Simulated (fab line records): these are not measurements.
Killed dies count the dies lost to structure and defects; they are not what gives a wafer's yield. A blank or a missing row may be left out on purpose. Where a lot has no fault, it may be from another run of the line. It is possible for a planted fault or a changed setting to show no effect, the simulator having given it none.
A lot that was struck, set against a sound lot -- flow nand_harc -- 22 out of 1302 route steps
Sound: wafers L527.2, L527.5, L527.6. The struck wafers were L529.3, L529.4, L529.5. The cause is given at the end.
Per side, at each step with rows, come the tool, then ch with its chambers, and then its first start. Under that, the readings that differ: sound wafers -- struck wafers -- difference of the means -- sigmas: that difference in standard deviations of wafers without a fault.
alike: readings whose means differ by less than 2 such deviations, and words and numbers that are the same on both sides. not compared: withheld readings, readings that some wafer has no value for, bounds like >300 that may hide the same value, and numbers for which the record gives no deviation and whose values overlap.
The two part at a step that has a row with sigmas, a row that says differs or no value, or rows on one side only. Numbers that don't overlap but have no deviation are shown without sigmas and don't part them. Lack of a reading on every wafer of one side parts them only where that side has two or more wafers.

NHARC_A_BLC_CVD_24: deposits W, target thk 150 nm, time 434 s.
  sound: cvd_w-02 ch 0,1; struck: cvd_w-02 ch 0,1
  alike: chamber_pressure_Torr, heater_power_w, mfc_h2_sccm, throttle_valve_pct
NHARC_A_BLC_CMP_25: polishes, t overpolish 30 s, target thk 150 nm.
  sound on cmp-04 ch 2,3, day 28 16:22; struck on cmp-03 ch 0,3, day 29 10:51
  alike: motor_current_A, overpolish_run_s, retaining_ring_pressure_frac, time_to_endpoint_s
following that, these wafers have no rows for 1 step: NHARC_A_BLC_SRD_27.
NHARC_A_BLC_INSPECT_28:
  sound on defect_inspect-02, day 28 16:44; struck on defect_inspect-01, day 29 11:16
  alike: raw_defect_count
then, 7 steps without rows for these wafers: NHARC_A_M0_DEP_00 (deposits SiOC, target thk 150 nm); NHARC_A_M0_DEHYDRATE_01 (time 120 s); NHARC_A_M0_HMDS_02 (time 30 s); NHARC_A_M0_COAT_33 (time 65 s); NHARC_A_M0_COAT_03 (resist thk 90 nm); NHARC_A_M0_SOFTBAKE_04 (time 55 s); NHARC_A_M0_EBR_05.
NHARC_A_M0_EXPOSE_06: exposes mask A M0, target cd 80 nm.
  sound on arfi_scanner-02 ch 0, day 28 17:30; struck on arfi_scanner-03 ch 0, day 29 12:02
reading,sound,struck,difference,sigmas
exposure_dose_mJ_cm2,83.25 83.18 83.17,81.22 81.05 81.07,-2.09,-26
  alike: mask
then, 2 steps without rows for these wafers: NHARC_A_M0_PEB_07 (peb time 65 s); NHARC_A_M0_DEVELOP_08 (develop time 35 s).
NHARC_A_M0_CD_MEAS_09: the cd target is 80 nm.
  sound on cd_sem-01 ch 0, day 28 17:38; struck on cd_sem-03 ch 0, day 29 12:10
  alike: cd_nm
NHARC_A_M0_OVL_MEAS_10: pitch 160 nm.
  sound on overlay-01, day 28 17:44; struck on overlay-02, day 29 12:15
reading,sound,struck,difference,sigmas
overlay_x_nm (nm),2.7 2.3 2.9,-1.3 -1.0 -1.2,-3.8,-5
  alike: overlay_y_nm
NHARC_A_M0_INSPECT_11:
  sound on defect_inspect-02, day 28 17:46; struck on defect_inspect-02, day 29 12:17
  alike: raw_defect_count
NHARC_A_M0_DESCUM_14: chemistry O2, time 3 s.
  sound on rie_diel-08 ch 0,1,2, day 28 17:50; struck on rie_diel-08 ch 0,3, day 29 12:21
  alike: chamber_pressure_mTorr, drypump_motor_current_A, oes_product_au, rf_vpp_V, showerhead_plenum_p_Torr, throttle_valve_pct
  not compared: rf_hours_counter_h, model.A_M0.cd_nm
NHARC_A_M0_ETCH_34: etches the open film in N2/H2, target depth 40 nm, overetch 12 nm, time 43.94 s.
  sound on rie_diel-08 ch 0,1, day 28 17:56; struck on rie_diel-08 ch 0,1, day 29 12:26
  alike: chamber_pressure_mTorr, drypump_motor_current_A, oes_product_au, rf_vpp_V, showerhead_plenum_p_Torr, throttle_valve_pct
  not compared: rf_hours_counter_h
NHARC_A_M0_ETCH_15: etches the open film in C4F8/Ar, target depth 150 nm, overetch 15 nm, time 82.5 s.
  sound: rie_diel-08 ch 0,1; struck: rie_diel-08 ch 1,2
  alike: chamber_pressure_mTorr, oes_product_au, rf_vpp_V
  not compared: rf_hours_counter_h, model.A_M0.cd_nm
NHARC_A_M0_CD_MEAS_16:
  sound on cd_sem-01, day 28 18:10; struck on cd_sem-03, day 29 12:39
  alike: cd_nm
NHARC_END_SORT_01:
  sound on prober-02 ch 0, day 30 09:49; struck on prober-01 ch 0, day 31 05:53
  alike: defect_limited_yield, killed_at_array, killed_at_other, killed_at_periphery, killed_dies, killed_open, killed_short

## WHERE THEY PART
At NHARC_A_M0_EXPOSE_06 first; at NHARC_A_M0_OVL_MEAS_10 last (within this record only). Later steps at which nothing parts them and some readings are alike: NHARC_A_M0_INSPECT_11, NHARC_A_M0_DESCUM_14, NHARC_A_M0_ETCH_34, NHARC_A_M0_ETCH_15, NHARC_A_M0_CD_MEAS_16, NHARC_END_SORT_01.

WHY: what had been put in by the simulator
Process parameter drift: arfi_scanner-03, from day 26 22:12 on, at NHARC_A_M0_EXPOSE_06. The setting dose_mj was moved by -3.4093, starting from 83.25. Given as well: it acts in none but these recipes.
